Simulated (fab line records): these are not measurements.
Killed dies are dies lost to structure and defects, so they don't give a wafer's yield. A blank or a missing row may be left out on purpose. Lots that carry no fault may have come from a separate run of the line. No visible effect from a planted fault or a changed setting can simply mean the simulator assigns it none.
fab line records | flow n5Finfet
record: lots: 10 | wafers: 30 | lastDay: 19
route steps=1938 shown BEOL_M5@1116 PASSIVATION@1936
lots that met no fault: from a run of the same line without faults
startH: start of the lot's first displayed wafer, in hours after the record's first day | waitH: hours elapsed since this lot's preceding step | " the same as in the row above | L1.1+2: a single row standing in for several wafers | - no value, or no start was given | * or withheld: withheld | < > ~ a bound
route shown NAME@n: NAME is a module with steps in the file, n the number in the route of the first one | usual: mean and standard deviation over wafers with no fault | same: alike in all rows | chamber/n: place in a boat | sites: readings site by site | _std_site: the values' standard deviation | _edge_site: the outer-site mean with the inner-site mean subtracted | radiusMm: how far each site lies from the wafer's centre | mask NAME#n: copy n | behind: the most recent tool/chamber to have shaped the wafer | hold: why the lot was held/for how many hours/how that ended | device: whichever transistor did not switch (one of n, p or np) | end of line: at the end of the route, the tests of the same wafers | for a step that has no rows: nothing shown but its recipe | killed: not the wafer's yield, but the dies lost to structure and defects at the first sort | map: a wafer's dies, x killed, . not, _ none there
set.NAME: the run value of the setting; set.NAME@STEP: its run value at that earlier step | model.NAME: the simulator's own value behind a step, which no gauge read
route steps across a sampled set of lots; one table per step, one row per wafer
services: when a tool's chamber went out of use (startH, in hours from the record's first day, below 0 if earlier), for how many hours, and the reason
== steps ==
step: N5_BEOL_M5_HM_DEP_02
recipe: material: TiN | targetThkA: 200 | tempC: 25 | chamberPressurePa: 0.49996
usual: throttleValvePct: 29.7/0.73
lot.wafer | tool          | chamber | startH | waitH | throttleValvePct
L715.2    | pvdSputter-01 | -       | 195.56 | 0.4   | 29.1
L715.4    | "             | -       | "      | "     | 29.7
L715.6    | "             | -       | "      | "     | 29.7
L714.2    | pvdSputter-03 | -       | 215.42 | 0.7   | 30.0
L714.5    | "             | -       | "      | "     | 30.4
L714.6    | "             | -       | "      | "     | 30.7
L713.2    | pvdSputter-03 | -       | 215.52 | 0.4   | 30.7
L713.3    | "             | -       | "      | "     | 28.9
L713.4    | "             | -       | "      | "     | 30.2
L719.1    | pvdSputter-01 | -       | 223.90 | 2.7   | 29.8
L719.4    | "             | -       | "      | "     | 30.1
L719.6    | "             | -       | "      | "     | 29.1
L721.2    | pvdSputter-01 | -       | 231.25 | 1.3   | 29.9
L721.3    | "             | -       | "      | "     | 29.7
L721.6    | "             | -       | "      | "     | 29.9
L723.1    | pvdSputter-01 | -       | 245.96 | 0.4   | 29.6
L723.2    | "             | -       | "      | "     | 29.0
L723.5    | "             | -       | "      | "     | 29.5
L722.3    | pvdSputter-03 | -       | 252.09 | 1.6   | 30.2
L722.5    | "             | -       | "      | "     | 30.4
L722.6    | "             | -       | "      | "     | 29.1
L724.2    | pvdSputter-02 | -       | 277.00 | 0.4   | 29.1
L724.4    | "             | -       | "      | "     | 29.9
L724.5    | "             | -       | "      | "     | 29.2
L731.1    | pvdSputter-02 | -       | 353.40 | 1.9   | 27.7
L731.4    | "             | -       | "      | "     | 29.4
L731.5    | "             | -       | "      | "     | 30.0
L732.3    | pvdSputter-01 | -       | 353.87 | 0.4   | 29.7
L732.4    | "             | -       | "      | "     | 29.2
L732.6    | "             | -       | "      | "     | 29.9
step: N5_BEOL_M5_ETCH_72
recipe: chemistry: N2/H2 | target: underlayer | targetDepthA: 65 | maskMaterial: CAR-EUV | timeS: 5.2 | ionEnergyEv: 200 | pressureMtorr: 30 | sourceW: 840 | biasW: 150 | n2FlowSccm: 200 | h2FlowSccm: 200 | ends: cleared
usual: drypumpMotorCurrentA: 5.5/0.33 | etchRfOnTimeS: 5.23/0.23 | oesProductAu: 0.67/0.078 | rfFwdPowerW: 819.2/2.4 | rfVppV: 523.8/2.9 | showerheadPlenumPTorr: 2.54/0.1 | throttleValvePct: 17.9/0.37
lot.wafer | tool       | chamber | startH | waitH | drypumpMotorCurrentA | etchRfOnTimeS | oesProductAu | rfFwdPowerW | rfHoursCounterH | rfVppV | showerheadPlenumPTorr | throttleValvePct
L715.2    | rieDiel-05 | 0       | 196.16 | 0.0   | 5.4                  | 4.84          | 0.84         | 823.3       | 22              | 526.7  | 2.71                  | 17.6
L715.4    | "          | 1       | "      | "     | 5.6                  | 5.39          | 0.63         | 818.2       | 172             | 523.3  | 2.52                  | 17.8
L715.6    | "          | 0       | "      | "     | 5.4                  | 4.90          | 0.83         | 819.3       | -               | 529.4  | 2.71                  | 17.6
L714.2    | rieDiel-05 | 3       | 216.09 | 0.0   | 5.0                  | 5.46          | 0.59         | 820.9       | 195             | 519.8  | 2.43                  | 18.5
L714.5    | "          | 1       | "      | "     | 5.6                  | 5.49          | 0.61         | 816.7       | -               | 523.0  | 2.52                  | 17.8
L714.6    | "          | 0       | "      | "     | 5.3                  | 4.84          | 0.82         | 822.2       | -               | 528.6  | 2.71                  | 17.6
L713.2    | rieDiel-01 | 2       | 216.13 | 0.0   | 5.7                  | 5.08          | 0.66         | 822.5       | 156             | 523.5  | 2.56                  | 18.0
L713.3    | "          | 1       | "      | "     | 5.6                  | 5.68          | 0.56         | 817.9       | 245             | 527.3  | 2.59                  | 18.0
L713.4    | "          | 3       | "      | "     | 5.6                  | 5.37          | 0.71         | 815.0       | -               | 529.2  | 2.73                  | 18.2
L719.1    | rieDiel-05 | 1       | 224.64 | 0.0   | 5.6                  | 5.48          | 0.63         | 821.7       | 180             | 524.1  | 2.52                  | 17.8
L719.4    | "          | 2       | "      | "     | 5.5                  | 5.12          | 0.59         | 823.8       | 237             | 521.9  | 2.49                  | 17.9
L719.6    | "          | 1       | "      | "     | 5.7                  | 5.39          | 0.62         | 822.2       | -               | 522.9  | 2.52                  | 17.8
L721.2    | rieDiel-05 | 2       | 231.92 | 0.0   | 5.5                  | 5.14          | 0.59         | 819.7       | 238             | 523.2  | 2.49                  | 17.9
L721.3    | "          | 1       | "      | "     | 5.7                  | 5.33          | 0.63         | 819.2       | 182             | 521.9  | 2.52                  | 17.8
L721.6    | "          | 3       | "      | "     | 5.0                  | 5.36          | 0.60         | 817.2       | -               | 521.2  | 2.42                  | 18.5
L723.1    | rieDiel-01 | 0       | 246.65 | 0.0   | 5.2                  | 5.44          | 0.78         | 821.6       | 14              | 526.3  | 2.58                  | 17.2
L723.2    | "          | 3       | "      | "     | 5.5                  | 5.38          | 0.70         | 820.0       | 64              | 527.0  | 2.73                  | 18.2
L723.5    | "          | 0       | "      | "     | 5.2                  | 5.42          | 0.79         | 817.5       | -               | 525.9  | 2.58                  | 17.2
L722.3    | rieDiel-06 | 2       | 252.66 | 0.0   | 6.0                  | 5.17          | 0.61         | 816.5       | 196             | 520.3  | 2.42                  | 18.3
L722.5    | "          | 2       | "      | "     | 6.0                  | 5.18          | 0.62         | 819.1       | -               | 517.8  | 2.42                  | 18.3
L722.6    | "          | 1       | "      | "     | 5.7                  | 5.47          | 0.71         | 815.1       | -               | 522.2  | 2.48                  | 17.7
L724.2    | rieDiel-01 | 0       | 277.54 | 0.0   | 5.2                  | 5.43          | 0.76         | 824.5       | 21              | 526.1  | 2.57                  | 17.2
L724.4    | "          | 3       | "      | "     | 5.6                  | 5.27          | 0.70         | 816.3       | 72              | 528.7  | 2.72                  | 18.3
L724.5    | "          | 2       | "      | "     | 5.7                  | 5.10          | 0.65         | 817.1       | -               | 520.9  | 2.55                  | 18.1
L731.1    | rieDiel-05 | 3       | 354.26 | 0.0   | 5.0                  | 6.84          | 0.51         | 618.9       | 237             | 569.1  | 2.41                  | 18.6
L731.4    | "          | 2       | "      | "     | 5.5                  | 5.00          | 0.80         | 816.6       | 16              | 522.5  | 2.48                  | 17.5
L731.5    | "          | 0       | "      | "     | 5.4                  | 4.74          | 0.77         | 816.4       | -               | 528.1  | 2.69                  | 17.7
L732.3    | rieDiel-05 | 0       | 354.49 | 0.0   | 5.3                  | 4.83          | 0.76         | 821.3       | 70              | 526.7  | 2.69                  | 17.7
L732.4    | "          | 3       | "      | "     | 5.1                  | 6.92          | 0.52         | 618.5       | 237             | 568.5  | 2.41                  | 18.6
L732.6    | "          | 0       | "      | "     | 5.3                  | 4.75          | 0.78         | 819.0       | -               | 527.8  | 2.69                  | 17.7
step: N5_BEOL_M5_STRIP_64
recipe: chemistry: CF4 | resist: SiARC | powerW: 300 | biasPowerW: 75 | pressureMtorr: 50 | cf4FlowSccm: 150 | rfFrequencyHz: 6e+07
usual: drypumpMotorCurrentA: 5.5/0.33 | oesProductAu: 0.78/0.083 | powerW: 300.0/0.97 | rfFwdPowerW: 292.5/0.79 | rfVppV: 271.0/1.8 | showerheadPlenumPTorr: 1.80/0.071 | throttleValvePct: 13.66/0.29
lot.wafer | tool       | chamber | startH | waitH | drypumpMotorCurrentA | oesProductAu | powerW | rfFwdPowerW | rfHoursCounterH | rfVppV | showerheadPlenumPTorr | throttleValvePct
L715.2    | rieDiel-05 | 0       | 196.33 | 0.0   | 5.4                  | 0.93         | 301.3  | 293.6       | 22              | 274.8  | 1.93                  | 13.43
L715.4    | "          | 1       | "      | "     | 5.6                  | 0.75         | 300.1  | 291.9       | 172             | 270.5  | 1.79                  | 13.74
L715.6    | "          | 0       | "      | "     | 5.3                  | 0.92         | 299.4  | 292.8       | -               | 273.8  | 1.93                  | 13.44
L714.2    | rieDiel-05 | 3       | 216.26 | 0.0   | 5.0                  | 0.71         | 300.1  | 292.4       | 195             | 269.8  | 1.71                  | 14.07
L714.5    | "          | 1       | "      | "     | 5.6                  | 0.74         | 299.6  | 291.5       | -               | 272.8  | 1.79                  | 13.75
L714.6    | "          | 0       | "      | "     | 5.4                  | 0.91         | 299.1  | 293.2       | -               | 274.2  | 1.93                  | 13.42
L713.2    | rieDiel-01 | 2       | 216.31 | 0.0   | 5.7                  | 0.75         | 299.2  | 292.2       | 156             | 270.0  | 1.81                  | 13.77
L713.3    | "          | 1       | "      | "     | 5.6                  | 0.69         | 299.5  | 293.2       | 245             | 272.0  | 1.84                  | 13.97
L713.4    | "          | 3       | "      | "     | 5.5                  | 0.86         | 301.9  | 292.5       | -               | 273.0  | 1.90                  | 13.59
L719.1    | rieDiel-05 | 1       | 224.81 | 0.0   | 5.6                  | 0.74         | 301.6  | 291.2       | 180             | 270.8  | 1.79                  | 13.76
L719.4    | "          | 2       | "      | "     | 5.5                  | 0.67         | 299.5  | 292.1       | 237             | 270.6  | 1.78                  | 13.85
L719.6    | "          | 1       | "      | "     | 5.6                  | 0.73         | 300.8  | 292.6       | -               | 270.4  | 1.79                  | 13.76
L721.2    | rieDiel-05 | 2       | 232.09 | 0.0   | 5.5                  | 0.67         | 300.0  | 292.6       | 238             | 271.0  | 1.78                  | 13.85
L721.3    | "          | 1       | "      | "     | 5.6                  | 0.74         | 299.7  | 293.6       | 182             | 270.3  | 1.79                  | 13.77
L721.6    | "          | 3       | "      | "     | 5.0                  | 0.72         | 300.8  | 292.1       | -               | 269.2  | 1.71                  | 14.09
L723.1    | rieDiel-01 | 0       | 246.91 | 0.0   | 5.2                  | 0.92         | 298.7  | 291.8       | 14              | 274.0  | 1.83                  | 13.02
L723.2    | "          | 3       | "      | "     | 5.5                  | 0.84         | 299.6  | 293.3       | 64              | 275.0  | 1.90                  | 13.60
L723.5    | "          | 0       | "      | "     | 5.2                  | 0.93         | 298.5  | 292.4       | -               | 271.3  | 1.83                  | 13.02
L722.3    | rieDiel-06 | 2       | 252.84 | 0.0   | 6.0                  | 0.71         | 299.2  | 291.8       | 196             | 270.1  | 1.72                  | 13.94
L722.5    | "          | 2       | "      | "     | 6.0                  | 0.72         | 299.9  | 293.7       | -               | 268.3  | 1.72                  | 13.93
L722.6    | "          | 1       | "      | "     | 5.6                  | 0.85         | 299.6  | 294.1       | -               | 268.4  | 1.76                  | 13.39
L724.2    | rieDiel-01 | 0       | 277.72 | 0.0   | 5.2                  | 0.92         | 301.0  | 292.3       | 21              | 272.7  | 1.83                  | 13.04
L724.4    | "          | 3       | "      | "     | 5.6                  | 0.83         | 300.0  | 291.0       | 72              | 272.5  | 1.90                  | 13.61
L724.5    | "          | 2       | "      | "     | 5.7                  | 0.74         | 300.9  | 293.0       | -               | 271.8  | 1.81                  | 13.81
L731.1    | rieDiel-05 | 3       | 354.43 | 0.0   | 5.0                  | 0.69         | 299.0  | 291.6       | 237             | 270.7  | 1.70                  | 14.19
L731.4    | "          | 2       | "      | "     | 5.5                  | 0.91         | 300.0  | 292.0       | 16              | 270.4  | 1.77                  | 13.35
L731.5    | "          | 0       | "      | "     | 5.4                  | 0.85         | 299.9  | 292.6       | -               | 272.6  | 1.92                  | 13.56
L732.3    | rieDiel-05 | 0       | 354.66 | 0.0   | 5.3                  | 0.85         | 300.8  | 290.6       | 70              | 274.5  | 1.92                  | 13.55
L732.4    | "          | 3       | "      | "     | 5.1                  | 0.69         | 298.4  | 292.4       | 237             | 269.2  | 1.70                  | 14.16
L732.6    | "          | 0       | "      | "     | 5.3                  | 0.85         | 300.6  | 291.9       | -               | 272.0  | 1.92                  | 13.55
step: N5_BEOL_M5_HM_OPEN_17
recipe: chemistry: Cl2/BCl3 | targetDepthA: 200 | overetchA: 60 | target: TiN | maskMaterial: SOC | ionEnergyEv: 150 | pressureMtorr: 10 | icpW: 1000 | biasW: 126 | Cl2_flow_sccm: 53.25 | bcl3FlowSccm: 21.75 | Ar_flow_sccm: 25
usual: drypumpMotorCurrentA: 6.0/0.58 | oesProductAu: 0.66/0.086 | rfFwdPowerW: 991/3.2 | throttleValvePct: 22.24/0.19
lot.wafer | tool        | chamber | startH | waitH | drypumpMotorCurrentA | oesProductAu | rfFwdPowerW | rfHoursCounterH | throttleValvePct
L715.2    | rieMetal-02 | 0       | 196.37 | 0.0   | 6.4                  | 0.59         | 996         | 81              | 22.41
L715.4    | "           | 0       | "      | "     | 6.4                  | 0.59         | 991         | -               | 22.38
L715.6    | "           | 0       | "      | "     | 6.4                  | 0.59         | 991         | -               | 22.40
L714.2    | rieMetal-03 | 0       | 216.34 | 0.1   | 5.6                  | 0.77         | 991         | -               | 21.85
L714.5    | "           | 0       | "      | "     | 5.6                  | 0.78         | 985         | -               | 21.84
L714.6    | "           | 0       | "      | "     | 5.7                  | 0.78         | 990         | -               | 21.84
L713.2    | rieMetal-01 | 1       | 216.38 | 0.1   | 5.6                  | 0.60         | 989         | -               | 22.22
L713.3    | "           | 1       | "      | "     | 5.6                  | 0.60         | 990         | -               | 22.19
L713.4    | "           | 1       | "      | "     | 5.6                  | 0.61         | 992         | -               | 22.21
L719.1    | rieMetal-02 | 1       | 224.85 | 0.0   | 6.7                  | 0.67         | 992         | 42              | 22.35
L719.4    | "           | 1       | "      | "     | 6.7                  | 0.66         | 992         | -               | 22.35
L719.6    | "           | 1       | "      | "     | 6.7                  | 0.66         | 991         | -               | 22.34
L721.2    | rieMetal-03 | 1       | 232.14 | 0.0   | 5.3                  | 0.84         | 998         | 0               | 21.78
L721.3    | "           | 0       | "      | "     | 5.7                  | 0.77         | 996         | -               | 21.84
L721.6    | "           | 1       | "      | "     | 5.3                  | 0.85         | 995         | -               | 21.77
L723.1    | rieMetal-03 | 0       | 246.96 | 0.0   | 5.7                  | 0.76         | 993         | 11              | 21.87
L723.2    | "           | 1       | "      | "     | 5.3                  | 0.81         | 993         | 1               | 21.82
L723.5    | "           | 0       | "      | "     | 5.7                  | 0.75         | 998         | -               | 21.87
L722.3    | rieMetal-01 | 0       | 252.91 | 0.1   | 5.1                  | 0.82         | 988         | -               | 22.28
L722.5    | "           | 1       | "      | "     | 5.6                  | 0.60         | 990         | -               | 22.23
L722.6    | "           | 0       | "      | "     | 5.2                  | 0.81         | 988         | -               | 22.30
L724.2    | rieMetal-02 | 1       | 277.76 | 0.0   | 6.7                  | 0.66         | 996         | 45              | 22.34
L724.4    | "           | 0       | "      | "     | 6.4                  | 0.60         | 997         | -               | 22.40
L724.5    | "           | 1       | "      | "     | 6.7                  | 0.66         | 998         | -               | 22.35
L731.1    | rieMetal-02 | 1       | 354.47 | 0.0   | 6.7                  | 0.64         | 992         | 51              | 22.37
L731.4    | "           | 0       | "      | "     | 6.4                  | 0.58         | 993         | -               | 22.42
L731.5    | "           | 1       | "      | "     | 6.7                  | 0.65         | 991         | -               | 22.39
L732.3    | rieMetal-01 | 0       | 354.73 | 0.1   | 5.2                  | 0.76         | 992         | -               | 22.31
L732.4    | "           | 1       | "      | "     | 5.6                  | 0.58         | 989         | -               | 22.25
L732.6    | "           | 1       | "      | "     | 5.6                  | 0.58         | 989         | -               | 22.26
step: N5_PASSIVATION_PROBE_49
usual: defectLimitedYield: 91.2/1.5 | killed_at_M0_to_M3: 35/12 | killed_at_M4_up: 14/5.1 | killedAtContacts: 13/6 | killedAtFrontEnd: 38/12 | killedAtOther: 4/3.5 | killedDies: 104/18 | killedOpen: 68/13 | killedShort: 33/8.1 | sort_bin_5_function: 5.2/1 | sort_bin_6_memory: 3.2/0.69 | sort_bin_8_speed: 0.01/0.051 | sortNPass: 1076/18 | sortYieldPct: 91.2/1.5
same: grossDies: 1180 | killedAtBackSide: 0 | sort_bin_4_leakage[%]: 0
lot.wafer | tool      | chamber | startH | waitH | defectLimitedYield[%] | killed_at_M0_to_M3 | killed_at_M4_up | killedAtContacts | killedAtFrontEnd | killedAtOther | killedDies | killedOpen | killedShort | sort_bin_5_function[%] | sort_bin_6_memory[%] | sort_bin_8_speed[%] | sortNPass | sortYieldPct[%]
L713.2    | prober-02 | -       | 329.65 | 0.1   | 89.7                  | 43                 | 14              | 9                | 52               | 4             | 122        | 90         | 29          | 6.7                    | 3.3                  | 0                   | 1058      | 89.7
L713.3    | prober-02 | -       | 329.70 | 0.1   | 88.9                  | 39                 | 11              | 25               | 56               | 0             | 131        | 89         | 41          | 6.7                    | 4.1                  | 0                   | 1049      | 88.9
L713.4    | prober-02 | -       | 329.75 | 0.2   | 91.9                  | 29                 | 11              | 19               | 36               | 0             | 95         | 65         | 27          | 4.9                    | 2.7                  | 0                   | 1085      | 91.9
L721.2    | prober-01 | -       | 332.50 | 0.1   | 89.2                  | 42                 | 10              | 28               | 45               | 3             | 128        | 81         | 37          | 6.9                    | 3.1                  | 0                   | 1052      | 89.2
L721.3    | prober-01 | -       | 332.55 | 0.1   | 92.6                  | 43                 | 9               | 11               | 21               | 3             | 87         | 55         | 32          | 4.7                    | 2.5                  | 0                   | 1093      | 92.6
L721.6    | prober-01 | -       | 332.70 | 0.3   | 91.9                  | 41                 | 10              | 12               | 23               | 9             | 95         | 60         | 31          | 4.5                    | 3.2                  | 0                   | 1085      | 91.9
L719.1    | prober-01 | -       | 333.30 | 0.0   | 88.1                  | 53                 | 27              | 17               | 43               | 1             | 141        | 102        | 38          | 7.8                    | 3.8                  | 0                   | 1039      | 88.1
L719.4    | prober-01 | -       | 333.45 | 0.2   | 91.4                  | 32                 | 17              | 19               | 32               | 2             | 102        | 72         | 29          | 4.9                    | 3.2                  | 0                   | 1078      | 91.4
L719.6    | prober-01 | -       | 333.55 | 0.3   | 92.2                  | 21                 | 16              | 14               | 40               | 1             | 92         | 63         | 20          | 4.3                    | 2.5                  | 0                   | 1088      | 92.2
L723.2    | prober-01 | -       | 356.80 | 0.1   | 91.4                  | 57                 | 11              | 15               | 16               | 2             | 101        | 74         | 26          | 5.2                    | 3.1                  | 0                   | 1079      | 91.4
L722.6    | prober-01 | -       | 360.83 | 0.3   | 94.3                  | 21                 | 12              | 9                | 21               | 4             | 67         | 48         | 18          | 3.0                    | 2.4                  | 0                   | 1113      | 94.3
L724.2    | prober-02 | -       | 377.10 | 0.1   | 90.9                  | 11                 | 20              | 25               | 46               | 5             | 107        | 66         | 41          | 5.1                    | 3.7                  | 0                   | 1073      | 90.9
L732.3    | prober-02 | -       | 460.80 | 0.1   | 92.9                  | 21                 | 8               | 16               | 37               | 2             | 84         | 53         | 24          | 4.5                    | 2.5                  | 0                   | 1096      | 92.9
L732.4    | prober-02 | -       | 460.85 | 0.2   | 90.4                  | 40                 | 20              | 11               | 41               | 1             | 113        | 74         | 34          | 4.3                    | 4.7                  | 0                   | 1067      | 90.4
L732.6    | prober-02 | -       | 460.95 | 0.3   | 92.5                  | 41                 | 9               | 5                | 31               | 2             | 88         | 46         | 42          | 4.4                    | 2.6                  | 0                   | 1092      | 92.5
killed by level:class
L713.2 STI_FIN_REVEAL:geometricParticle:open=12 BEOL_M2:geometricParticle:open=11 MOL_CONTACT_COAG:geometricParticle:open=9 FIN_SAQP:geometricParticle:open=7 BEOL_M0_SAQP:geometricParticle:short=7 BEOL_M3:geometricParticle:open=7 DUMMY_GATE:geometricParticle:open=5 BEOL_M0:geometricParticle:open=5
L713.3 MOL_CONTACT_COAG:geometricParticle:open=19 DUMMY_GATE:geometricParticle:open=14 BEOL_M2:geometricParticle:open=11 FIN_SAQP:geometricParticle:short=10 ILD0:geometricParticle:short=8 BEOL_M1:geometricParticle:open=8 FIN_SAQP:geometricParticle:open=6 MOL_CONTACT_COAG:geometricParticle:short=6
L713.4 MOL_CONTACT_COAG:geometricParticle:open=16 FIN_SAQP:geometricParticle:open=6 BEOL_M0_SAQP:geometricParticle:short=6 DUMMY_GATE:geometricParticle:open=5 BEOL_M0:geometricParticle:open=5 BEOL_M4:geometricParticle:open=5 FIN_SAQP:geometricParticle:short=4 ILD0:geometricParticle:open=4
L721.2 MOL_CONTACT_COAG:geometricParticle:open=23 BEOL_M0_SAQP:geometricParticle:short=9 BEOL_M3:geometricParticle:open=8 HKMG_FIN:areaEtch=8 FIN_SAQP:geometricParticle:open=7 BEOL_M0_SAQP:geometricParticle:open=6 ILD0:geometricParticle:open=5 GATE_CUT:geometricParticle:short=5
L721.3 BEOL_M0_SAQP:geometricParticle:open=12 BEOL_M1:geometricParticle:open=9 BEOL_M2:geometricParticle:open=9 BEOL_M0_SAQP:geometricParticle:short=8 MOL_CONTACT_COAG:geometricParticle:open=7 BEOL_M4:geometricParticle:open=5 FIN_SAQP:geometricParticle:short=4 MOL_CONTACT_COAG:geometricParticle:short=4
L721.6 BEOL_M0_SAQP:geometricParticle:open=13 MOL_CONTACT_COAG:geometricParticle:open=12 BEOL_M2:geometricParticle:open=9 BEOL_M0_SAQP:geometricParticle:short=8 BEOL_M4:geometricParticle:open=6 DUMMY_GATE:geometricParticle:open=4 BEOL_M1:geometricParticle:open=4 FIN_SAQP:geometricParticle:short=3
L719.1 FIN_SAQP:geometricParticle:open=15 BEOL_M1:geometricParticle:open=15 BEOL_M4:geometricParticle:open=13 MOL_CONTACT_COAG:geometricParticle:open=12 BEOL_M0_SAQP:geometricParticle:short=8 BEOL_M2:geometricParticle:open=8 STI_FIN_REVEAL:geometricParticle:open=7 BEOL_M3:geometricParticle:open=7
L719.4 MOL_CONTACT_COAG:geometricParticle:open=14 FIN_SAQP:geometricParticle:open=10 BEOL_M0_SAQP:geometricParticle:open=8 STI_FIN_REVEAL:geometricParticle:open=7 BEOL_M2:geometricParticle:open=5 MOL_CONTACT_COAG:geometricParticle:short=5 BEOL_M4:geometricParticle:open=5 FIN_SAQP:geometricParticle:short=4
L719.6 MOL_CONTACT_COAG:geometricParticle:open=12 HKMG_FIN:areaEtch=9 FIN_SAQP:geometricParticle:open=8 BEOL_M1:geometricParticle:open=6 STI_FIN_REVEAL:geometricParticle:open=6 FIN_SAQP:geometricParticle:short=5 BEOL_M4:geometricParticle:open=5 BEOL_M2:geometricParticle:open=4
L723.2 BEOL_M0_SAQP:geometricParticle:open=15 MOL_CONTACT_COAG:geometricParticle:open=13 BEOL_M1:geometricParticle:open=12 BEOL_M0_SAQP:geometricParticle:short=10 BEOL_M2:geometricParticle:open=9 BEOL_M4:geometricParticle:open=5 BEOL_M0:geometricParticle:open=4 STARTING-WAFER:geometricParticle:open=4
L722.6 MOL_CONTACT_COAG:geometricParticle:open=8 BEOL_M0_SAQP:geometricParticle:open=6 BEOL_M4:geometricParticle:open=6 FIN_SAQP:geometricParticle:open=5 STI_FIN_REVEAL:geometricParticle:open=5 BEOL_M0_SAQP:geometricParticle:short=5 BEOL_M3:geometricParticle:open=4 FIN_SAQP:geometricParticle:short=3
L724.2 MOL_CONTACT_COAG:geometricParticle:open=20 FIN_SAQP:geometricParticle:open=10 GATE_CUT:geometricParticle:short=9 DUMMY_GATE:geometricParticle:open=8 MOL_CONTACT_COAG:geometricParticle:short=5 BEOL_M0_SAQP:geometricParticle:short=5 BEOL_M6:geometricParticle:open=5 BEOL_M7:geometricParticle:open=4
L732.3 MOL_CONTACT_COAG:geometricParticle:open=15 FIN_SAQP:geometricParticle:short=7 FIN_CUT:areaEtch=7 STI_FIN_REVEAL:geometricParticle:open=5 BEOL_M0_SAQP:geometricParticle:short=4 BEOL_M1:geometricParticle:open=4 BEOL_M2:geometricParticle:open=4 DUMMY_GATE:geometricParticle:open=3
L732.4 BEOL_M0_SAQP:geometricParticle:open=12 BEOL_M3:geometricParticle:open=10 MOL_CONTACT_COAG:geometricParticle:open=9 BEOL_M4:geometricParticle:open=9 BEOL_M0_SAQP:geometricParticle:short=8 FIN_SAQP:geometricParticle:open=7 GATE_CUT:geometricParticle:short=7 STI_FIN_REVEAL:geometricParticle:open=6
L732.6 FIN_SAQP:geometricParticle:short=12 BEOL_M0_SAQP:geometricParticle:short=10 BEOL_M2:geometricParticle:open=7 BEOL_M3:geometricParticle:open=6 GATE_CUT:geometricParticle:short=5 FIN_SAQP:geometricParticle:open=4 MOL_CONTACT_COAG:geometricParticle:open=4 BEOL_M0_SAQP:geometricParticle:open=4
== services ==
tool          | chamber | startH | hours | kind
pvdSputter-02 | -       | 172.82 | 0.6   | repair
rieDiel-01    | 1       | 187.03 | 11.1  | repair
rieMetal-03   | 1       | 194.15 | 1.2   | repair
rieMetal-01   | 0       | 208.45 | 22.1  | repair
rieDiel-06    | 3       | 221.81 | 4.5   | repair
rieDiel-01    | 1       | 228.89 | -     | clean
rieDiel-01    | 1       | 228.89 | -     | consumableReplace:focusRing
rieDiel-01    | 2       | 245.04 | 7.4   | repair
rieDiel-06    | 3       | 253.95 | 6.9   | repair
rieDiel-05    | 2       | 269.89 | -     | clean
rieDiel-05    | 2       | 269.89 | -     | consumableReplace:focusRing
rieDiel-05    | 2       | 269.89 | 29.1  | scheduledDown
rieDiel-05    | 2       | 269.89 | 29.1  | ventCycle
rieDiel-06    | -       | 285.04 | 0.6   | repair
pvdSputter-01 | -       | 292.47 | 20.0  | repair
rieDiel-06    | 2       | 302.75 | 5.4   | repair
rieDiel-06    | -       | 327.61 | 1.9   | repair
pvdSputter-03 | -       | 330.45 | 9.5   | repair
rieDiel-06    | 3       | 331.79 | 18.0  | repair
pvdSputter-01 | -       | 332.53 | 0.6   | repair
rieMetal-01   | -       | 333.04 | 14.6  | pm
rieMetal-03   | 1       | 335.33 | 10.0  | repair
rieDiel-06    | 1       | 344.77 | 6.9   | repair
rieMetal-03   | 0       | 344.84 | 11.6  | repair
== key ==
firstSign: step: N5_BEOL_M5_ETCH_72 | reading: rfFwdPowerW | direction: down | sigmas: 84 | usual: * | struck: *
effect: step: N5_BEOL_M5_ETCH_72 | reading: rfVppV | direction: up | sigmas: 16 | usual: 523.8 | struck: 568.8
metAt N5_BEOL_M5_ETCH_72
struckLots L731,L732
struckWafers L731.1,L732.4
notActingAt N5_BEOL_M5_HM_DEP_02,N5_BEOL_M5_STRIP_64,N5_BEOL_M5_HM_OPEN_17
onsetBetween 231.92 354.26
fault: kind: processParameterDrift | tool: rieDiel-05 | chamber: 3 | onsetH: 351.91 | steps: N5_BEOL_M5_ETCH_72 | channel: sourceW | offset: -201.6 | shape: step | endH: 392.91 | actsIn: theseRecipesOnly | stated: 840
